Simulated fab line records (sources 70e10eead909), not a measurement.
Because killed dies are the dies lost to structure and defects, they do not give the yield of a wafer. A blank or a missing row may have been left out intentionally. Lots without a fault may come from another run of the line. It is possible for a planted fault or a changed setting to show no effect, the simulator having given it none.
Which tool was responsible? + flow nand harc + Sampling: 11 lots, 33 wafers, 4 of 1159 route steps

WHAT EACH GAUGE READ, for each wafer
NHARC_A_CHANNEL_HOLE_D1_INSPECT_40.
| lot  | measured     | on                | raw defect count |
|------|--------------|-------------------|------------------|
| L999 | day 8 09:11  | defect inspect-01 | 73 65 55         |
| L100 | day 8 22:37  | defect inspect-02 | 67 76 66         |
| L101 | day 9 00:04  | defect inspect-01 | 55 68 64         |
| L106 | day 9 23:39  | defect inspect-01 | 42 65 73         |
| L105 | day 9 23:50  | defect inspect-02 | 72 49 50         |
| L107 | day 10 13:03 | defect inspect-02 | 80 90 75         |
| L109 | day 11 17:40 | defect inspect-01 | 91 97 84         |
| L111 | day 11 21:59 | defect inspect-02 | 57 62 37         |
| L114 | day 12 10:41 | defect inspect-02 | 46 39 58         |
| L117 | day 12 20:17 | defect inspect-02 | 81 540 577       |
| L120 | day 13 19:18 | defect inspect-01 | 60 68 529        |

WHICH TOOL RAN EACH LOT (tool, then ch and the chambers of the sampled wafers, then the start)
| lot  | NHARC_A_CHANNEL_HOLE_D1_ETCH_22  | NHARC_A_CHANNEL_HOLE_D1_ETCH_25  | NHARC_A_CHANNEL_HOLE_D1_ETCH_33  |
|------|----------------------------------|----------------------------------|----------------------------------|
| L999 | har etch-02 ch 0,1, day 8 04:26  | har etch-02 ch 0,1, day 8 06:32  | har etch-02 ch 0,1, day 8 07:29  |
| L100 | har etch-01 ch 0,1, day 8 17:47  | har etch-01 ch 0,1, day 8 19:49  | har etch-01 ch 0,1, day 8 20:53  |
| L101 | har etch-02 ch 0,1, day 8 19:18  | har etch-02 ch 0,1, day 8 21:24  | har etch-02 ch 0,1, day 8 22:22  |
| L106 | har etch-01 ch 0,1, day 9 18:47  | har etch-01 ch 0,1, day 9 20:49  | har etch-01 ch 0,1, day 9 21:55  |
| L105 | har etch-02 ch 0,1, day 9 18:59  | har etch-02 ch 0,1, day 9 21:02  | har etch-02 ch 0,1, day 9 22:07  |
| L107 | har etch-01 ch 0,1, day 10 08:07 | har etch-01 ch 0,1, day 10 10:09 | har etch-01 ch 0,1, day 10 11:14 |
| L109 | har etch-01 ch 0,1, day 11 12:20 | har etch-01 ch 0,1, day 11 14:22 | har etch-01 ch 0,1, day 11 15:28 |
| L111 | har etch-02 ch 0,1, day 11 17:08 | har etch-02 ch 0,1, day 11 19:20 | har etch-02 ch 0,1, day 11 20:03 |
| L114 | har etch-02 ch 0,1, day 12 05:30 | har etch-02 ch 0,1, day 12 07:35 | har etch-02 ch 0,1, day 12 08:33 |
| L117 | har etch-01 ch 0,1, day 12 15:27 | har etch-01 ch 0,1, day 12 17:29 | har etch-01 ch 0,1, day 12 18:33 |
| L120 | har etch-01 ch 0,1, day 13 14:32 | har etch-01 ch 0,1, day 13 16:38 | har etch-01 ch 0,1, day 13 17:35 |
- NHARC_A_CHANNEL_HOLE_D1_ETCH_22: etches the open film in C4F8/O2/Ar, time 666.7 s, target depth 1600 nm.
- NHARC_A_CHANNEL_HOLE_D1_ETCH_25: etches the open film in C4F8/O2/Ar, time 1040.2 s, target depth 1500 nm.
- NHARC_A_CHANNEL_HOLE_D1_ETCH_33: etches the open film in C4F8/O2/Ar, time 90 s, target depth 400 nm.

THE ANSWER, worked out from the rows above alone
Rule: the usual values come from the lots themselves. Put in order of their means at a reading, lots are off if they are a third of the lots or fewer, leave a main group of 4 or more, and stand apart from it by a gap of 3 or more times the standard deviation of the main group's means; of several such gaps the widest counts. A main group is skipped when, at the precision printed for the reading in the tables above, its means are all equal. Also off: a lot with no number at a reading for which 4 or more lots have one. Where the step has rows for the other lots, those lots are counted as sound.
Off, at NHARC_A_CHANNEL_HOLE_D1_INSPECT_40 on raw defect count: L117, L120. Mean 65 and standard deviation 13 in the main group.
A tool fits if, at a process step before that reading, it ran every lot that is off, and no sound lot after the first of them. The gauges at NHARC_A_CHANNEL_HOLE_D1_INSPECT_40 are tried like those tools. One fits: NHARC_A_CHANNEL_HOLE_D1_ETCH_22 and NHARC_A_CHANNEL_HOLE_D1_ETCH_25 and NHARC_A_CHANNEL_HOLE_D1_ETCH_33 on har etch-01. At NHARC_A_CHANNEL_HOLE_D1_ETCH_22 its last sound lot is L109 (day 11 12:20), its first lot that is off L117 (day 12 15:27): a fault that began between those two fits.

WHAT HAD BEEN PUT IN BY THE SIMULATOR
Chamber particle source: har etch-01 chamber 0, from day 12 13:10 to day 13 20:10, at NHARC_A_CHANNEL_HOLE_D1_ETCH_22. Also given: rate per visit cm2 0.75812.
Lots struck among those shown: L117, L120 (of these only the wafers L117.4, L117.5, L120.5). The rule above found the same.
